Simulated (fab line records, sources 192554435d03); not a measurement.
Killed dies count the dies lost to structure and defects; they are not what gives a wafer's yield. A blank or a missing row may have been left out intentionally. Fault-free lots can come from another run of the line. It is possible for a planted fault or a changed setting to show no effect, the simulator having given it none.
Matching of chambers	flow n5 finfet	rie diel-04 running N5_BEOL_M6_STRIP_36: 4 sister chambers
The step strips in N2/H2. 20 wafers are shown with their chamber, then 10 later ones without.

## WAFERS WITH THEIR CHAMBER
wafer	chamber	drypump motor current A (A)	throttle valve pct (%)	showerhead plenum p Torr (Torr)
L074.2	3	6.5	23.2	2.63
L074.5	0	6.4	23.5	2.71
L074.6	1	5.3	23.1	2.55
L075.2	0	6.4	23.5	2.71
L075.3	1	5.3	23.1	2.55
L075.4	3	6.5	23.2	2.62
L076.1	1	5.3	23.1	2.55
L076.2	2	5.5	24.3	2.61
L076.4	0	6.4	23.5	2.70
L081.1	2	5.4	24.3	2.61
L081.3	1	5.3	23.1	2.54
L081.6	0	6.4	23.5	2.70
L082.1	0	6.4	23.5	2.70
L082.3	2	5.4	24.3	2.61
L082.4	0	6.4	23.5	2.70
L080.3	1	5.3	23.1	2.54
L080.5	0	6.4	23.5	2.70
L080.6	1	5.3	23.1	2.54
L088.2	3	6.5	23.3	2.62
L088.4	0	6.4	23.5	2.69

SIGNATURES (averages over the wafers above)
reading	chamber 0	chamber 1	chamber 2	chamber 3	scatter within a chamber
drypump motor current A	6.400	5.300	5.433	6.500	0.0204
throttle valve pct	23.500	23.100	24.300	23.233	0.0204
showerhead plenum p Torr	2.7012	2.5450	2.6100	2.6233	0.00561
Rule: for each reading, subtract the chamber's mean from the wafer's reading, divide by that reading's scatter and square the result; add these up over the readings and take the root, which gives the wafer's distance from the chamber. The wafer belongs to the nearest chamber; if the next one is less than 2 further off, it can't be placed. The scatter: take each reading less its chamber's mean, square it, sum over the shown wafers, divide by the number of wafers less the number of chambers, and take the root.

## WAFERS WITH NO CHAMBER GIVEN
wafer	drypump motor current A (A)	throttle valve pct (%)	showerhead plenum p Torr (Torr)
L088.5	5.4	24.3	2.60
L089.2	6.4	23.3	2.61
L089.4	6.5	23.3	2.61
L089.5	6.5	23.3	2.61
L093.1	5.3	23.2	2.53
L093.3	6.4	23.5	2.69
L093.5	6.5	23.3	2.61
L094.1	5.5	24.0	2.59
L094.4	6.4	23.5	2.68
L094.5	6.5	23.3	2.60

## CHAMBER TAKEN BY EACH
wafer	from the rows above	in truth
L088.5	2	2
L089.2	3	3
L089.4	3	3
L089.5	3	3
L093.1	1	1
L093.3	0	0
L093.5	3	3
L094.1	2	2
L094.4	0	0
L094.5	3	3
Placed correctly: 10 of 10. Not placeable from these rows: 0. 0 placed wrongly.
